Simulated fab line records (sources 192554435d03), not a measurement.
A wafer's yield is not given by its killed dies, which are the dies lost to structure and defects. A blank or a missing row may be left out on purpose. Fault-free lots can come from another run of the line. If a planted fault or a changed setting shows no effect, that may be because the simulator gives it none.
A struck lot beside a sound one :: flow n5Finfet :: 15 out of 1938 route steps
Sound: wafers L723.2, L723.5, L723.6. Struck: wafer L722.1 (left out: L722.2, L722.5 of the same lot, which were not struck); the cause appears at the end.
Per side, at each step with rows, come the tool, then ch with its chambers, and then its first start. Under that, the readings that differ: sound wafers :: struck wafers :: difference of the means :: sigmas: that difference in standard deviations of wafers without a fault.
alike: same words and numbers on both sides, and readings whose means sit less than 2 such deviations apart. not compared: any withheld reading, any reading some wafer has no value for, any bound like >300 that may hide the same value, and any number with overlapping values for which the record gives no deviation.
A row with sigmas, a row that says differs or no value, or rows on one side alone: a step with any of these is where the two part. Non-overlapping numbers with no deviation appear without sigmas and do not part them. A reading missing from all wafers of one side parts the sides only when that side holds two or more wafers.

N5_BEOL_M12_TRENCH_ETCH_34: etches SiOC in C4F8/O2/Ar, target depth 318.95 nm, time 125.5 s.
  sound on rieDiel-04 ch 1,2,3, day 13 15:04; struck on rieDiel-05 ch 1, day 13 11:05
reading: rfVppV (V)
sound: 661 667 664
struck: 671
difference: +7
sigmas: +2
  alike: O2_flow_sccm, drypumpMotorCurrentA, oesProductAu, rfFwdPowerW, showerheadPlenumPTorr, throttleValvePct
  not compared: rfHoursCounterH
then, 1 step without rows for these wafers: N5_BEOL_M12_STRIP_70 (strips in C4F8/O2/Ar).
N5_BEOL_M12_OCD_MEAS_35:
  struck on ocd-01, day 13 11:15; sound on ocd-02, day 13 15:13
  alike: trenchDepthNm
N5_BEOL_M12_STRIP_37: strips in N2/H2.
  sound on plasmaAsher-02 ch 0,1, day 13 15:16; struck on plasmaAsher-01 ch 0, day 13 11:17
reading: heaterPowerW (W)
sound: 365 358 369
struck: 317
difference: -47
sigmas: -2
  alike: drypumpMotorCurrentA, oesProductAu
  not compared: rfHoursCounterH
then, 3 steps without rows for these wafers: N5_BEOL_M12_ETCH_38 (etches SiCN in CF4/N2, target depth 68.7 nm, time 73.4 s); N5_BEOL_M12_PRECLEAN_39 (cleans in residue remover, time 60 s); N5_BEOL_M12_SRD_40 (time 30 s, dry time 30 s).
N5_BEOL_M12_DEGAS_41: time 60 s.
  struck on pvdSputter-03, day 13 17:10; sound on pvdSputter-02, day 13 19:38
reading: heaterPowerW (W)
sound: 237 243 394
struck: 421
difference: +130
sigmas: +2
N5_BEOL_M12_PRE_CLEAN_42: time 30 s.
  struck on pvdSputter-03, day 13 17:13; sound on pvdSputter-02, day 13 19:40
reading: heaterPowerW (W)
sound: 238 236 379
struck: 434
difference: +150
sigmas: +3
then, 1 step without rows for these wafers: N5_BEOL_M12_SPUTTER_43 (material TaN, target thk 15 nm, time 24.19 s).
N5_BEOL_M12_SPUTTER_44: material Ta, target thk 10 nm, time 16.13 s.
  struck on pvdSputter-03, day 13 17:20; sound on pvdSputter-02, day 13 19:47
  alike: throttleValvePct
then, 1 step without rows for these wafers: N5_BEOL_M12_SPUTTER_45 (material Cu, target thk 80 nm, time 13.33 s).
N5_BEOL_M12_ECD_47: material Cu, target thk 720 nm.
  sound on ecdCu-01 ch 0,1, day 13 19:59; struck on ecdCu-02 ch 1, day 13 17:32
reading: model.Cu_of_BEOL_M12_ECD_47.thkNm (nm)
sound: 714.2 724.8 713.8
struck: 433.2
difference: -284.4
sigmas: 
then, 1 step without rows for these wafers: N5_BEOL_M12_ANNEAL_48 (time 90 s).
N5_PASSIVATION_PROBE_49:
  record: rows for the struck wafers here (prober-02, day 15 07:17), none for the sound ones

== WHERE THEY PART ==
Last at N5_PASSIVATION_PROBE_49 as far as this record goes, first at N5_BEOL_M12_TRENCH_ETCH_34.

WHY: whatever the simulator had introduced
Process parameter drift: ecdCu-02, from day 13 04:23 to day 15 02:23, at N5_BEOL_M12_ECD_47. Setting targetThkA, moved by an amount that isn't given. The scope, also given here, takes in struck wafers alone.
